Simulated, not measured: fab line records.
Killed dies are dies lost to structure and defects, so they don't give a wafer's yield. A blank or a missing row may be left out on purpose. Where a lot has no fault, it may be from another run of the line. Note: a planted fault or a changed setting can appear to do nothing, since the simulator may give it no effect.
Which of the tools did it? | flow nandHarc | 21 wafers from 7 lots sampled at 5 of the route's 1302 steps

== WHAT THE GAUGES READ, wafer by wafer ==
NHARC_END_SORT_01.
lot  | measured     | on        | defectLimitedYield (%)
L618 | day 30 02:23 | prober-02 | 91.0
L626 | day 32 21:05 | prober-02 | 4.6 4.7 4.9

== WHAT TOOL EACH LOT RAN ON (gives the tool, then ch and the chambers of the sampled wafers, and finally the start) ==
lot  | NHARC_THIN_TSV_DEP_43           | NHARC_THIN_TSV_CMP_21         | NHARC_THIN_TSV_PRE_CLEAN_54 | NHARC_THIN_TSV_ETCH_59
L605 | pecvd-01 ch 0,1,2, day 24 09:37 | cmp-01 ch 0,2,3, day 24 14:51 | pvdSputter-03, day 24 15:20 | rieMetal-03 ch 0,1, day 24 16:36
L609 | pecvd-03 ch 0,1,2, day 25 16:20 | cmp-01 ch 0,1,2, day 25 21:30 | pvdSputter-03, day 25 21:57 | rieMetal-02 ch 0,1, day 25 23:14
L611 | pecvd-04 ch 0,1,2, day 26 09:13 | cmp-01 ch 0,2, day 26 14:23   | pvdSputter-03, day 26 14:54 | rieMetal-02 ch 0, day 26 16:10
L617 | pecvd-01 ch 0,1,2, day 28 02:44 | cmp-03 ch 2,3, day 28 07:53   | pvdSputter-02, day 28 08:25 | rieMetal-01 ch 0,1, day 28 09:38
L618 | pecvd-04 ch 0,2, day 29 10:30   | cmp-03 ch 1,2,3, day 29 15:41 | pvdSputter-01, day 29 16:14 | rieMetal-01 ch 0,1, day 29 17:35
L626 | pecvd-01 ch 0,1,2, day 32 02:54 | cmp-03 ch 0,1,2, day 32 08:13 | pvdSputter-03, day 32 08:44 | rieMetal-02 ch 0,1, day 32 10:06
L628 | pecvd-04 ch 0,1, day 34 02:13   | cmp-04 ch 1,2, day 34 07:17   | pvdSputter-01, day 34 07:50 | rieMetal-01 ch 0,1, day 34 09:11
- NHARC_THIN_TSV_DEP_43: deposits SiO2, target thk 1328.5 nm.
- NHARC_THIN_TSV_CMP_21: polishes, t overpolish 30 s, target thk 2000 nm.
- NHARC_THIN_TSV_PRE_CLEAN_54: time 30 s.
- NHARC_THIN_TSV_ETCH_59: etches the open film in Cl2/BCl3, target depth 880 nm, time 138.1 s.

== THE ANSWER, worked out from the rows above alone ==
Rule: what is usual is taken from the lots themselves. Put in order of their means at a reading, lots are off if they are a third of the lots or fewer, leave a main group of 4 or more, and stand apart from it by a gap of 3 or more times the standard deviation of the main group's means; of several such gaps the widest counts. A main group whose means are all the same, to the digits that the tables above print for the reading, isn't used. Also off: a lot with no number at a reading for which 4 or more lots have one. The other lots that the step has rows for count as sound.
Nothing can be told from this: no lot is off at any reading shown.

== WHAT THE SIMULATOR HAD PUT IN ==
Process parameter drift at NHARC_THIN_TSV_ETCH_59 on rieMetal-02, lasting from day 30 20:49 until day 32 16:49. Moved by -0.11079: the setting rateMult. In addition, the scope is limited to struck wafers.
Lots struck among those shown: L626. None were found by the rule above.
